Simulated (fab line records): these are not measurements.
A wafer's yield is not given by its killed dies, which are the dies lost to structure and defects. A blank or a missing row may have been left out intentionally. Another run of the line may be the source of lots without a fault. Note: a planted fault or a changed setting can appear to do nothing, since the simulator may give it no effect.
Split-lot study	flow n5_finfet	route with 1938 steps; 7 lots, 21 wafers read

== SPLIT DETAILS ==
At N5_BEOL_M12_TRENCH_ETCH_34 (etches SiOC in C4F8/O2/Ar, target depth 318.95 nm, time 125.5 s), the setting time_s was moved away from the recipe's 125.5 s on 7 of the 21 wafers read, by -20.6% to +22.5%. This setting was run at the recipe's value on the other wafers.

== FROM THE SPLIT TO THE READING: what the file shows between them, 12 steps ==
- N5_BEOL_M12_STRIP_70: strips in C4F8/O2/Ar
- N5_BEOL_M12_OCD_MEAS_35
- N5_BEOL_M12_STRIP_37: strips in N2/H2
- N5_BEOL_M12_ETCH_38: etches SiCN in CF4/N2, target depth 68.7 nm, time 73.4 s
- N5_BEOL_M12_PRECLEAN_39: cleans in residue remover, time 60 s
- N5_BEOL_M12_SRD_40: time 30 s, dry time 30 s
- N5_BEOL_M12_ECD_47: material Cu, target thk 720 nm
- N5_BEOL_M12_ANNEAL_48: time 90 s
- N5_BEOL_M12_CMP_49: polishes, stops on SiOC, t overpolish 20.6 s, target thk 320 nm
- N5_BEOL_M12_THK_MEAS_50: measures by xrf
- N5_BEOL_M12_PRE_CLEAN_52: time 15 s
- N5_BEOL_M12_DEP_53: deposits SiCN from 3MS/NH3, target thk 30 nm, time 10.5 s

== THE READING ==
At N5_BEOL_M12_RS_MEAS_54, a four-point-probe measurement gives M12_RS in ohm/sq. Fault-free wafers of this fab line usually give 0.0600 ohm/sq, standard deviation 0.00078 ohm/sq.

wafer	tool, chamber at the split	time_s as run, s	against the recipe	M12_RS, ohm/sq	against lot-mates on the recipe
L074.3	rie_diel-04, 1	125.5	recipe	0.0609	-
L074.4	rie_diel-04, 2	107.7	-14.2%	0.0700	+0.0100
L074.6	rie_diel-04, 0	125.5	recipe	0.0591	-
L076.3	rie_diel-06, 0	153.7	+22.5%	0.0484	no lot-mate on the recipe
L076.4	rie_diel-06, 2	153.7	+22.5%	0.0487	no lot-mate on the recipe
L076.6	rie_diel-06, 0	153.7	+22.5%	0.0491	no lot-mate on the recipe
L081.2	rie_diel-01, 0	125.5	recipe	0.0584	-
L081.3	rie_diel-01, 2	146.8	+17.0%	0.0513	-0.0077
L081.4	rie_diel-01, 3	125.5	recipe	0.0595	-
L084.3	rie_diel-01, 1	109.8	-12.5%	0.0692	+0.0088
L084.4	rie_diel-01, 3	125.5	recipe	0.0600	-
L084.5	rie_diel-01, 2	125.5	recipe	0.0608	-
L094.4	rie_diel-06, 0	125.5	recipe	0.0607	-
L094.5	rie_diel-06, 3	125.5	recipe	0.0616	-
L094.6	rie_diel-06, 2	125.5	recipe	0.0603	-
L096.4	rie_diel-06, 0	125.5	recipe	0.0602	-
L096.5	rie_diel-06, 3	99.64	-20.6%	0.0770	+0.0168
L096.6	rie_diel-06, 0	125.5	recipe	0.0602	-
L095.1	rie_diel-01, 3	125.5	recipe	0.0592	-
L095.4	rie_diel-01, 1	125.5	recipe	0.0594	-
L095.5	rie_diel-01, 1	125.5	recipe	0.0595	-

THE FIT
A straight line over all 21 wafers: M12_RS changes by -0.000596 ohm/sq for each +1% of time_s; r = -0.98; the points scatter about the line by 0.0015 ohm/sq.
The same after taking each lot's own level away (the mean of its wafers on the recipe; 18 wafers): -0.000668 ohm/sq for each +1%; r = -0.98; scatter 0.0012 ohm/sq.
The reading moves by 0.015 ohm/sq for the largest change in time_s, on that fit.
Measured against the standard deviation above, the lots' own levels, which go from 0.05895 to 0.06087 ohm/sq, span 2.5 times it.
Thus the slope moves with the lot-to-lot level: the two fits are different.
Check: with one of the wafers moved furthest among these (-20.6%) left out of the fit, the line predicts +0.0124 ohm/sq for it against its lot-mates. It came out at +0.0168 ohm/sq against them.

== THE WHOLE CHAIN: every reading that the file lists as answering this split, in the file's order ==
step	what it does	reading	change (the file's fit)	r (the file's)
N5_BEOL_M12_TRENCH_ETCH_34	etches SiOC in C4F8/O2/Ar, target depth 318.95 nm, time 125.5 s	etch.depth_nm (the simulator's own value, which no gauge read)	+3.06 nm for each +1% of the setting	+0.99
N5_BEOL_M12_OCD_MEAS_35		trench_depth_nm	+3.08 nm for each +1% of the setting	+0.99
N5_BEOL_M12_CMP_49	polishes, stops on SiOC, t overpolish 20.6 s, target thk 320 nm	Cu_of_BEOL_M12_ECD_47.thk_nm (the simulator's own value, which no gauge read)	+3.06 nm for each +1% of the setting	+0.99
N5_BEOL_M12_THK_MEAS_50	measures by xrf	M12_THK	+3.2 for each +1% of the setting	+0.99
N5_BEOL_M12_RS_MEAS_54	measures by four-point-probe	M12_RS	-0.000681 for each +1% of the setting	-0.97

== THE FILE'S OWN FIT ==
M12_RS changes by -0.000681 ohm/sq for each +1% of time_s, r = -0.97.
